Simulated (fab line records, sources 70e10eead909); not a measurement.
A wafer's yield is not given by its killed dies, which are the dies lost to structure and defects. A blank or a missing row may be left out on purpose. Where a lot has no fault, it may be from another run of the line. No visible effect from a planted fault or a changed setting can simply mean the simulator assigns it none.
Problem report in the 8D (eight disciplines) form, filled by code | flow nand_harc | the parts of the form that need people (team, actions taken, sign-off) are left out

1. PROBLEM STATEMENT
At NHARC_A_ONON_D2_THK_MEAS_30, thk_nm averages 324 nm over 6 wafers from 2 lots, while fault-free wafers read 1000 nm, standard deviation 10. That puts it -68 standard deviations away from the usual mean.
The step: measures by ellipsometry.
Seen first at day 16 05:35 on film_metro-02, wafer L101.1. At this step, 42 wafers from 14 lots have a number in the record. Rule for "out" (also "out of limits"): further than 4 standard deviations from the usual mean. Any other wafer with a number is counted as sound.

2. WHAT IT IS; WHAT IT IS NOT
question                    | is                     | is not
which readings at this step | thk_nm                 | -
which lots                  | L101, L104             | L108, L109, L110, L111, L112, L115, L116, L993, L994, L996, L997, L999
which wafers of those lots  | all that have a number | -
read on which gauges        | film_metro-02          | film_metro-01
when                        | from day 16 05:35      | up to then (15 sound wafers); but 21 sound wafers of L108, L109, L110, L111, L112, L115, L116 came after

3. WHAT RULES OUT EACH SUSPECT
Counting: a tool at a process step up to the reading stays a suspect if it ran every lot that is out and no sound lot after the first of them.
- the gauge at NHARC_A_ONON_D2_THK_MEAS_30 is ruled out. All the wafers that are out were read on film_metro-02, but those of them that NHARC_END_SORT_01 has rows for are out there too, on other tools.
- pecvd_onon-03 at NHARC_A_ONON_D2_DEP_28 (target thk 1000 nm): ruled out as a lasting fault. After its first lot that is out, L101 (day 16 05:04), sound lots L110, L112, L116 ran on it.
Left after counting: nothing in the record.

4. THE CAUSE (what the simulator had put in)
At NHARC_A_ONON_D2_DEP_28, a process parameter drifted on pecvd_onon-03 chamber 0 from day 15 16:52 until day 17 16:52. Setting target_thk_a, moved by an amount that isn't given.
The count ruled it out by mistake, since the rule takes a fault to strike every lot its tool runs from the start of the fault on, and this one did not do so.

5. THE EFFECT CHAIN, in route order
Each row: a reading where the mean over the struck wafers with a number is more than 3 standard deviations away from the usual. Readings are gone through only where the record gives a usual standard deviation; hours: the median, over the lots, of the time from a lot's start at the first step in this table giving one to that lot's start at this step; sigmas: the change measured in usual standard deviations.
hours | step                        | reading         | usual   | on struck wafers | change | sigmas
0     | NHARC_A_ONON_D2_THK_MEAS_30 | thk_nm          | 1000 nm | 324              | -676   | -68
272   | NHARC_END_SORT_01           | killed_at_array | 52      | 670              | +618   | +39
272   | NHARC_END_SORT_01           | killed_dies     | 57      | 677              | +620   | +39

6. HOW IT WOULD HAVE BEEN CAUGHT EARLIER
The first out-of-limits reading at a measuring or inspecting step in this record came at day 16 05:35, 13 hours after the fault's start at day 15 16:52.
Of the tool readings at NHARC_A_ONON_D2_DEP_28 for which the record gives a usual standard deviation, none was out on any struck wafer, so an alarm limit of 4 standard deviations on them would not have fired.
